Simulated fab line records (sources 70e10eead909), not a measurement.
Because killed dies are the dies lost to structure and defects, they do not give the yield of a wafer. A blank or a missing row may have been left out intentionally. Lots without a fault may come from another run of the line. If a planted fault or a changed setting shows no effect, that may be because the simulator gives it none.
Which tool did it? | flow nand_harc | Sampling: 13 lots, 39 wafers, 5 of 1159 route steps

== WHAT THE GAUGES READ, wafer by wafer ==
NHARC_END_SORT_01.
lot  | measured     | on        | killed_at_array | killed_at_other | killed_at_periphery | killed_dies | killed_open | killed_short
L677 | day 20 09:05 | prober-01 | 21 28 26        | 0 0 0           | 3 1 5               | 24 29 31    | 2 2 4       | 3 1 2
L682 | day 21 15:23 | prober-02 | 16 15 13        | 1 1 0           | 2 0 3               | 19 16 16    | 4 2 4       | 1 1 4
L689 | day 24 03:52 | prober-01 | 71 83 73        | 0 0 0           | 5 6 3               | 76 89 76    | 8 6 4       | 1 3 3
L692 | day 24 07:02 | prober-02 | 84 77 86        | 0 0 1           | 2 0 0               | 86 77 87    | 2 3 5       | 4 1 1

== WHAT TOOL EACH LOT RAN ON (gives the tool, then ch and the chambers of the sampled wafers, and finally the start) ==
lot  | NHARC_A_CONTACT_ETCH_131             | NHARC_THIN_TSV_STRIP_62              | NHARC_THIN_TSV_PVD_19                   | NHARC_THIN_TSV_CMP_21
L674 | har_cap_etch-03 ch 0,1, day 16 21:03 | plasma_asher-01 ch 0,1, day 19 04:35 | pvd_sputter-02, day 19 06:18 or earlier | cmp-04 ch 1,2,3, day 19 06:18
L678 | har_cap_etch-03 ch 0,1, day 17 04:45 | plasma_asher-02 ch 0,1, day 19 06:55 | pvd_sputter-02, day 19 08:40 or earlier | cmp-03 ch 0,3, day 19 08:40
L676 | har_cap_etch-01 ch 0,1, day 17 08:14 | plasma_asher-01 ch 0,1, day 19 11:15 | pvd_sputter-01, day 19 13:01 or earlier | cmp-04 ch 1,2, day 19 13:01
L677 | har_cap_etch-03 ch 0,1, day 17 11:21 | plasma_asher-02 ch 0,1, day 19 10:05 | pvd_sputter-02, day 19 11:50 or earlier | cmp-04 ch 0,1,2, day 19 11:50
L680 | har_cap_etch-02 ch 1, day 18 18:14   | plasma_asher-01 ch 1, day 20 16:46   | pvd_sputter-02, day 20 18:29 or earlier | cmp-03 ch 0,2,3, day 20 18:29
L681 | har_cap_etch-03 ch 0,1, day 18 18:52 | plasma_asher-02 ch 0,1, day 20 18:35 | pvd_sputter-02, day 20 20:17 or earlier | cmp-04 ch 0,2, day 20 20:17
L682 | har_cap_etch-03 ch 0,1, day 19 01:13 | plasma_asher-01 ch 0,1, day 21 05:40 | pvd_sputter-01, day 21 07:22 or earlier | cmp-01 ch 1,2,3, day 21 07:22
L683 | har_cap_etch-01 ch 0,1, day 19 02:09 | plasma_asher-02 ch 0,1, day 21 04:45 | pvd_sputter-01, day 21 06:29 or earlier | cmp-01 ch 0,2, day 21 06:29
L679 | har_cap_etch-01 ch 0,1, day 19 05:53 | plasma_asher-02 ch 0,1, day 21 03:24 | pvd_sputter-01, day 21 05:04 or earlier | cmp-03 ch 2,3, day 21 05:04
L684 | har_cap_etch-03 ch 0,1, day 19 08:13 | plasma_asher-01 ch 0,1, day 21 07:00 | pvd_sputter-01, day 21 08:40 or earlier | cmp-04 ch 1,2, day 21 08:40
L689 | har_cap_etch-03 ch 0,1, day 21 05:56 | plasma_asher-01 ch 0,1, day 23 10:10 | pvd_sputter-03, day 23 11:53 or earlier | cmp-04 ch 0,2,3, day 23 11:53
L692 | har_cap_etch-03 ch 1, day 21 16:17   | plasma_asher-01 ch 0,1, day 23 16:21 | pvd_sputter-03, day 23 18:06 or earlier | cmp-03 ch 0,2,3, day 23 18:06
L696 | har_cap_etch-02 ch 0,1, day 22 15:04 | plasma_asher-01 ch 0,1, day 24 16:25 | pvd_sputter-01, day 24 18:14 or earlier | cmp-03 ch 0,1,2, day 24 18:14
- NHARC_A_CONTACT_ETCH_131: etches the open film in C4F8/O2/Ar, time 155 s, target depth 956 nm.
- NHARC_THIN_TSV_STRIP_62: strips in N2/H2, time 20 s.
- NHARC_THIN_TSV_PVD_19: deposits TaN, target thk 20 nm.
- NHARC_THIN_TSV_CMP_21: polishes, t overpolish 30 s, target thk 2000 nm.

== AS READ BY THE TOOLS THEMSELVES (means over the sampled wafers that have a number; for cases with no such wafer, the mark the record gives instead) ==
NHARC_A_CONTACT_ETCH_131.
lot  | tool            | oes_air_line_au (a.u.)
L674 | har_cap_etch-03 | 1.005
L678 | har_cap_etch-03 | 1.015
L676 | har_cap_etch-01 | 0.988
L677 | har_cap_etch-03 | 0.997
L680 | har_cap_etch-02 | 1.004
L681 | har_cap_etch-03 | 1.001
L682 | har_cap_etch-03 | 0.997
L683 | har_cap_etch-01 | 1.026
L679 | har_cap_etch-01 | 1.006
L684 | har_cap_etch-03 | 0.995
L689 | har_cap_etch-03 | 1.002
L692 | har_cap_etch-03 | 0.989
L696 | har_cap_etch-02 | 1.012

NHARC_THIN_TSV_STRIP_62.
lot  | tool            | drypump_motor_current_A (A) | heater_power_w (W)
L674 | plasma_asher-01 | 5.7                         | 369
L678 | plasma_asher-02 | 6.1                         | 315
L676 | plasma_asher-01 | 5.7                         | 365
L677 | plasma_asher-02 | 6.0                         | 311
L680 | plasma_asher-01 | 6.0                         | 327
L681 | plasma_asher-02 | 6.1                         | 311
L682 | plasma_asher-01 | 5.9                         | 339
L683 | plasma_asher-02 | 5.5                         | 302
L679 | plasma_asher-02 | 5.5                         | 304
L684 | plasma_asher-01 | 5.9                         | 341
L689 | plasma_asher-01 | 5.9                         | 340
L692 | plasma_asher-01 | 5.8                         | 335
L696 | plasma_asher-01 | 5.9                         | 338

NHARC_THIN_TSV_PVD_19.
lot  | tool           | throttle_valve_pct (%)
L674 | pvd_sputter-02 | 28.7
L678 | pvd_sputter-02 | 29.2
L676 | pvd_sputter-01 | 30.5
L677 | pvd_sputter-02 | 28.5
L680 | pvd_sputter-02 | 29.0
L681 | pvd_sputter-02 | 29.0
L682 | pvd_sputter-01 | 30.0
L683 | pvd_sputter-01 | 30.2
L679 | pvd_sputter-01 | 30.8
L684 | pvd_sputter-01 | 30.8
L689 | pvd_sputter-03 | 30.1
L692 | pvd_sputter-03 | 30.7
L696 | pvd_sputter-01 | 30.2

NHARC_THIN_TSV_CMP_21.
lot  | tool   | edge_zone_pressure_frac | motor_current_A (A) | overpolish_run_s (s) | pad_life_wafers
L674 | cmp-04 | 1.000                   | 11.8                | 29.997               | 284
L678 | cmp-03 | 1.003                   | 11.9                | 29.996               | 528
L676 | cmp-04 | 1.003                   | 12.1                | 29.995               | 338
L677 | cmp-04 | 0.992                   | 12.6                | 29.995               | 320
L680 | cmp-03 | 1.001                   | 12.1                | 30.012               | 128
L681 | cmp-04 | 0.993                   | 12.1                | 30.001               | 559
L682 | cmp-01 | 0.999                   | 13.7                | 30.011               | 37
L683 | cmp-01 | 0.995                   | 10.5                | 30.012               | 32
L679 | cmp-03 | 1.005                   | 12.6                | 30.003               | 194
L684 | cmp-04 | 1.001                   | 12.0                | 29.994               | 606
L689 | cmp-04 | 1.008                   | 11.6                | 30.004               | 255
L692 | cmp-03 | 1.001                   | 12.3                | 29.996               | 590
L696 | cmp-03 | 1.000                   | 12.3                | 30.001               | 109

== THE ANSWER, worked out from the rows above alone ==
Rule: the usual values come from the lots themselves. Put in order of their means at a reading, lots are off if they are a third of the lots or fewer, leave a main group of 4 or more, and stand apart from it by a gap of 3 or more times the standard deviation of the main group's means; of several such gaps the widest counts. If all means in a main group match to the digits the tables above print for the reading, that group is not used. A lot without any number at a reading at which 4 lots or more have one is off too. Any other lot the step has rows for is counted as sound. Order of review: gauges by route order, followed by the tools' own readings, for which a lot's mean as printed above is used. At the first step where some lot is off, the reading lying furthest off is the one used; lots without a number count as furthest.
Across all readings shown, no lot is off: no conclusion can be drawn from this.

== WHAT THE SIMULATOR PUT IN ==
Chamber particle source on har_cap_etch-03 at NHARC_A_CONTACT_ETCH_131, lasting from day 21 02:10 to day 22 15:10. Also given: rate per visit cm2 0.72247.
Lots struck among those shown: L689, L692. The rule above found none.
